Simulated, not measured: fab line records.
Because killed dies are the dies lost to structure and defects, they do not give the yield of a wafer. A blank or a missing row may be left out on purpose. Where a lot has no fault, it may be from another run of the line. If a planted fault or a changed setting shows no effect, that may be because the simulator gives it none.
Matching of chambers + flow n5Finfet + N5_MOL_CONTACT_COAG_CMP_52 on cmp-02: 4 sister chambers
The step polishes, stops on SiO2, t overpolish 1.5 s, target thk 66.5 nm. 16 wafers are shown with their chamber, then 8 later ones without.

== EACH WAFER AND ITS CHAMBER ==
| wafer  | chamber | motorCurrentA (A) | overpolishRunS (s) | timeToEndpointS (s) |
|--------|---------|-------------------|--------------------|---------------------|
| L075.1 | 0       | 12.7              | 1.501              | 14.5                |
| L075.2 | 2       | 13.3              | 1.491              | 15.3                |
| L075.5 | 1       | 11.0              | 1.489              | 11.5                |
| L075.3 | 1       | 10.8              | 1.484              | 11.8                |
| L075.4 | 3       | 12.6              | 1.505              | 15.1                |
| L075.6 | 0       | 12.5              | 1.484              | 13.7                |
| L077.1 | 1       | 11.0              | 1.510              | 10.8                |
| L077.3 | 0       | 13.1              | 1.491              | 14.0                |
| L077.6 | 1       | 10.8              | 1.497              | 13.3                |
| L080.1 | 2       | 12.9              | 1.499              | 9.9                 |
| L080.4 | 0       | 11.8              | 1.500              | 9.2                 |
| L080.5 | 2       | 12.6              | 1.509              | 10.6                |
| L091.1 | 0       | 12.4              | 1.494              | 15.2                |
| L091.4 | 1       | 10.8              | 1.497              | 15.4                |
| L091.5 | 3       | 12.0              | 1.510              | 16.0                |
| L094.1 | 2       | 13.0              | 1.493              | 13.3                |

SIGNATURES, as means of the wafers listed above
| reading         | chamber 0 | chamber 1 | chamber 2 | chamber 3 | scatter within a chamber |
|-----------------|-----------|-----------|-----------|-----------|--------------------------|
| motorCurrentA   | 12.500    | 10.880    | 12.950    | 12.300    | 0.339                    |
| overpolishRunS  | 1.49400   | 1.49540   | 1.49800   | 1.50750   | 0.00812                  |
| timeToEndpointS | 13.320    | 12.560    | 12.275    | 15.550    | 2.14                     |
Rule: a wafer lies at a distance from a chamber equal to the root of the sum of squares, over the readings, of (its reading less the chamber's mean, divided by the reading's scatter). If the next closest chamber is less than 2 further off than the closest, the wafer can't be placed; otherwise it belongs to the closest. The scatter: take each reading less its chamber's mean, square it, sum over the shown wafers, divide by the number of wafers less the number of chambers, and take the root.

== WAFERS WITHOUT THEIR CHAMBER ==
| wafer  | motorCurrentA (A) | overpolishRunS (s) | timeToEndpointS (s) |
|--------|-------------------|--------------------|---------------------|
| L094.2 | 12.3              | 1.500              | 10.8                |
| L094.4 | 11.1              | 1.504              | 8.8                 |
| L095.4 | 12.4              | 1.495              | 14.8                |
| L095.5 | 12.7              | 1.504              | 11.3                |
| L095.6 | 11.0              | 1.498              | 9.5                 |
| L095.1 | 12.3              | 1.494              | 11.5                |
| L095.2 | 12.8              | 1.500              | 13.1                |
| L095.3 | 10.8              | 1.478              | 11.1                |

== EACH ONE'S CHAMBER ==
| wafer  | from the rows above          | in truth |
|--------|------------------------------|----------|
| L094.2 | can't be placed: 0 or 2 or 3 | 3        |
| L094.4 | 1                            | 1        |
| L095.4 | can't be placed: 0 or 3 or 2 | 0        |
| L095.5 | can't be placed: 2 or 0 or 3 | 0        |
| L095.6 | 1                            | 1        |
| L095.1 | can't be placed: 0 or 2 or 3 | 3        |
| L095.2 | can't be placed: 2 or 0 or 3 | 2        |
| L095.3 | 1                            | 1        |
3 of 8 placed correctly. Cannot be placed on the basis of these rows: 5; the candidates contain the true chamber in 5. Number placed wrongly: 0.
